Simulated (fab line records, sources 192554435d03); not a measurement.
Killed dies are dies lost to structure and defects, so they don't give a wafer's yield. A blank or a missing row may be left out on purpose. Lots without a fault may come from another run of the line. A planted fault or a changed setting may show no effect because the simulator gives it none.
Chamber matching | flow n5_finfet | N5_GATE_CUT_CMP_02 on cmp-02: 4 sister chambers
The step polishes, stops on SiO2, t overpolish 12.7 s, target thk 0 nm. 4 wafers are shown with their chamber, then 8 later ones without.

WAFERS WITH THEIR CHAMBER
wafer  | chamber | motor_current_A (A)
L089.5 | 2       | 9.8
L090.2 | 0       | 9.8
L090.6 | 1       | 9.2
L091.1 | 3       | 8.2

WAFERS WITHOUT THEIR CHAMBER
wafer  | motor_current_A (A)
L091.2 | 10.3
L091.6 | 10.0
L093.1 | 10.1
L093.2 | 9.1
L093.3 | 10.5
L096.2 | 9.6
L096.3 | 9.5
L096.6 | 8.2

WHICH CHAMBER EACH WENT THROUGH
wafer  | from the rows above          | in truth
L091.2 | can't be placed: 0 or 2 or 1 | 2
L091.6 | can't be placed: 0 or 2 or 1 | 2
L093.1 | can't be placed: 0 or 2 or 1 | 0
L093.2 | can't be placed: 1 or 0 or 2 | 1
L093.3 | can't be placed: 0 or 2 or 1 | 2
L096.2 | can't be placed: 0 or 2 or 1 | 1
L096.3 | can't be placed: 0 or 1 or 2 | 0
L096.6 | 3                            | 3
Placed correctly: 1 of 8. Can't be placed from these rows: 7 (the true chamber is among the candidates in 7). Placed wrongly: 0.
How it was worked out, from the rows above alone: a wafer's distance from a chamber is the root of the sum, over the readings, of the square of ((its reading less the chamber's mean) divided by the reading's scatter). The wafer belongs to the nearest chamber; if the next one is less than 2 further off, it can't be placed. A chamber's mean is the mean of its shown wafers. The scatter: with one shown wafer a chamber, the root of the mean of the squares of how far each hidden wafer lies from its nearest shown one.
